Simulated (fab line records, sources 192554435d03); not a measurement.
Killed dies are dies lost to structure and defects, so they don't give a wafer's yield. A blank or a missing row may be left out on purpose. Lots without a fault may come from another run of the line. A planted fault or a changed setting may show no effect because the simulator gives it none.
Chamber matching | flow n5_finfet | N5_BEOL_M2_ETCH_70 on rie_diel-02: 4 sister chambers
The step etches SOC in N2/H2, target depth 80 nm, overetch 24 nm, time 130 s. 8 wafers are shown with their chamber, then 10 later ones without.

WAFERS WITH THEIR CHAMBER
wafer  | chamber | showerhead_plenum_p_Torr (Torr) | drypump_motor_current_A (A)
L080.6 | 3       | 2.62                            | 6.13
L079.6 | 2       | 2.43                            | 6.19
L082.3 | 2       | 2.43                            | 6.17
L082.6 | 1       | 2.70                            | 6.31
L083.5 | 0       | 2.47                            | 6.28
L083.6 | 1       | 2.70                            | 6.29
L090.1 | 3       | 2.61                            | 6.12
L090.2 | 0       | 2.47                            | 6.30

WAFERS WITHOUT THEIR CHAMBER
wafer  | showerhead_plenum_p_Torr (Torr) | drypump_motor_current_A (A)
L090.4 | 2.70                            | 6.28
L093.3 | 2.46                            | 6.27
L093.4 | 2.69                            | 6.28
L093.6 | 2.69                            | 6.30
L096.1 | 2.60                            | 6.10
L096.3 | 2.41                            | 6.16
L096.5 | 2.46                            | 6.29
L097.1 | 2.46                            | 6.29
L097.4 | 2.41                            | 6.17
L097.5 | 2.46                            | 6.28

WHICH CHAMBER EACH WENT THROUGH
wafer  | from the rows above | in truth
L090.4 | 1                   | 1
L093.3 | 0                   | 0
L093.4 | 1                   | 1
L093.6 | 1                   | 1
L096.1 | 3                   | 3
L096.3 | 2                   | 2
L096.5 | 0                   | 0
L097.1 | 0                   | 0
L097.4 | 2                   | 2
L097.5 | 0                   | 0
Placed correctly: 10 of 10. Can't be placed from these rows: 0. Placed wrongly: 0.
How it was worked out, from the rows above alone: a wafer's distance from a chamber is the root of the sum, over the readings, of the square of ((its reading less the chamber's mean) divided by the reading's scatter). The wafer belongs to the nearest chamber; if the next one is less than 2 further off, it can't be placed. A chamber's mean is the mean of its shown wafers. The scatter: the root of (the sum of the squares of (reading less its chamber's mean) over the shown wafers, divided by (wafers less chambers)).
